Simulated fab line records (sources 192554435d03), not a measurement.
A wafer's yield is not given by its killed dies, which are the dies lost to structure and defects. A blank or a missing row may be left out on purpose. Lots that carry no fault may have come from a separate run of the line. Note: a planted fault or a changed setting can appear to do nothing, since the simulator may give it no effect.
A lot that was struck, set against a sound lot	flow n5-finfet	16 steps out of a route of 1938
Sound: the wafers L345.1, L345.2, L345.4. Wafers struck: L336.4, L336.5, L336.6. At the end, the cause is stated.
At each step with rows: each side's tool, then ch and its chambers, then its first start. Under that, the readings that differ: sound wafers	struck wafers	difference of the means	sigmas: that difference in standard deviations of wafers without a fault.
alike: readings whose means differ by less than 2 such deviations, and words and numbers that are the same on both sides. not compared: withheld readings, readings that some wafer has no value for, bounds like >300 that may hide the same value, and numbers for which the record gives no deviation and whose values overlap.
The two part at a step that has a row with sigmas, a row that says differs or no value, or rows on one side only. Numbers that have no deviation but don't overlap get no sigmas and don't part them. Lack of a reading on every wafer of one side parts them only where that side has two or more wafers.

first, 2 steps without rows for these wafers: N5_BEOL_M0_SAQP_HM_OPEN_112 (chemistry CHF3/O2, target SiO2, stops on a-Si, target depth 12 nm, time 13.5 s); N5_BEOL_M0_SAQP_STRIP_113 (strips in CHF3/O2).
N5_BEOL_M0_SAQP_MANDREL_ETCH_20: etches a-Si in HBr/Cl2, stops on SiNx, target depth 60 nm, bt time 10 s, time 30 s.
  sound on rie-si-02 ch 0,1, day 8 14:59; struck on rie-si-03 ch 0,2,3, day 6 07:35
  alike: HBr_flow_sccm, bias-w, drypump-motor-current-A, oes-product-au, throttle-valve-pct
  not compared: rf-hours-counter-h
N5_BEOL_M0_SAQP_STRIP_86: strips in N2/H2.
  sound on rie-diel-04 ch 0,1, day 8 15:05; struck on rie-diel-04 ch 0,1,3, day 6 07:43
  alike: drypump-motor-current-A, oes-product-au, rf-vpp-V, showerhead-plenum-p-Torr, throttle-valve-pct
  not compared: rf-hours-counter-h
then, 3 steps without rows for these wafers: N5_BEOL_M0_SAQP_STRIP_115 (strips in post etch residue remover, time 60 s); N5_BEOL_M0_SAQP_SRD_93 (time 30 s); N5_BEOL_M0_SAQP_RECESS_114 (chemistry HF/NH3, target SiO2, target depth 14.4 nm, afs cycles 3, sublimation time 60 s).
N5_BEOL_M0_SAQP_SPACER1_ALD_98: deposits SiO2, target thk 12.8 nm, pulse time 1 s, purge time 2 s.
  sound on ald-sin-03 ch 0,1,2, day 8 16:13; struck on ald-sin-03 ch 2,3, day 6 08:13
  alike: heater-power-w, precursor-pulse-height-rel
then, 1 step without rows for these wafers: N5_BEOL_M0_SAQP_SPACER1_ETCHBACK_99 (etches SiO2 in CHF3/O2, target depth 15.4 nm, time 7.7 s).
N5_BEOL_M0_SAQP_MANDREL1_REMOVE_100: chemistry HBr/Cl2/O2, target a-Si, stops on SiNx, bt time 10 s.
  sound on rie-si-02 ch 0,1,3, day 8 16:46; struck on rie-si-01 ch 0,1, day 6 08:48
  alike: drypump-motor-current-A, oes_o_777_au, oes-product-au, throttle-valve-pct
  not compared: rf-hours-counter-h
N5_BEOL_M0_SAQP_CD_MEAS_25: target cd 13.1 nm.
  sound on cd-sem-02 ch 0, day 8 16:53; struck on cd-sem-03 ch 0, day 6 08:55
  alike: cd-nm
N5_BEOL_M0_SAQP_ETCH_101: etches SiNx in CH3F/O2, target depth 29.9 nm, time 42.7 s.
  sound on rie-diel-05 ch 0,1,2, day 8 16:55; struck on rie-diel-05 ch 2,3, day 6 09:02
reading	sound	struck	difference	sigmas
rf-hours-counter-h (h)	110 110 10	- - -	no value on the struck wafers	
  alike: CH3F_flow_sccm, O2_flow_sccm, drypump-motor-current-A, oes_o_777_au, oes-product-au, rf-vpp-V, showerhead-plenum-p-Torr, throttle-valve-pct
N5_BEOL_M0_SAQP_ETCH_102: etches SiO2 in CF4, target depth 4 nm, time 4.4 s.
  sound on rie-si-03 ch 1,2,3, day 8 17:02; struck on rie-si-03 ch 0,1,2, day 6 09:08
  no value came back on the struck wafers for any of 6 readings (bias-w (W), cf4-flow-sccm (sccm) and others); on the sound wafers bias-w (W) reads 399.8 401.2 399.2
then, 1 step without rows for these wafers: N5_BEOL_M0_SAQP_MANDREL_ETCH_103 (etches a-Si in HBr/Cl2, stops on SiCN, target depth 45 nm, bt time 10 s, time 27 s).
N5_BEOL_M4_RC_MEAS_101:
  the record has rows for the sound wafers here (prober-01 ch 0, day 11 11:02) and none for the struck ones
-- record jumps: 7 days separate the struck wafers' starts on either side; left off in module BEOL_M4, taken up again in module PASSIVATION, whose first shown step is the route's number 1936 --
N5_PASSIVATION_PROBE_49:
  struck on prober-02, day 13 10:57; sound on prober-01, day 15 20:52
reading	sound	struck	difference	sigmas
defect-limited-yield (%)	91.3 91.7 92.7	0 0 0	-92	-61
killed_at_M0_to_M3	19 45 30	1115 1116 1123	+1087	+91
killed-dies	103 98 86	1180 1180 1180	+1084	+60
killed-on-rim	12 12 6	152 152 152	+142	+36
sort_bin_5_function (%)	4.7 5.5 4.3	96.0 96.8 96.3	+91.5	+94
sort-n-pass	1077 1082 1094	0 0 0	-1084	-64
sort-yield-pct (%)	91.3 91.7 92.7	0 0 0	-92	-61
  alike: killed_at_M4_up, killed-at-contacts, killed-at-front-end, killed-at-other, killed-open, killed-short, sort_bin_4_leakage, sort_bin_6_memory

## WHERE THEY PART
Earliest at N5_BEOL_M0_SAQP_ETCH_101; latest, in this record, at N5_PASSIVATION_PROBE_49.

WHY: the cause the simulator had injected
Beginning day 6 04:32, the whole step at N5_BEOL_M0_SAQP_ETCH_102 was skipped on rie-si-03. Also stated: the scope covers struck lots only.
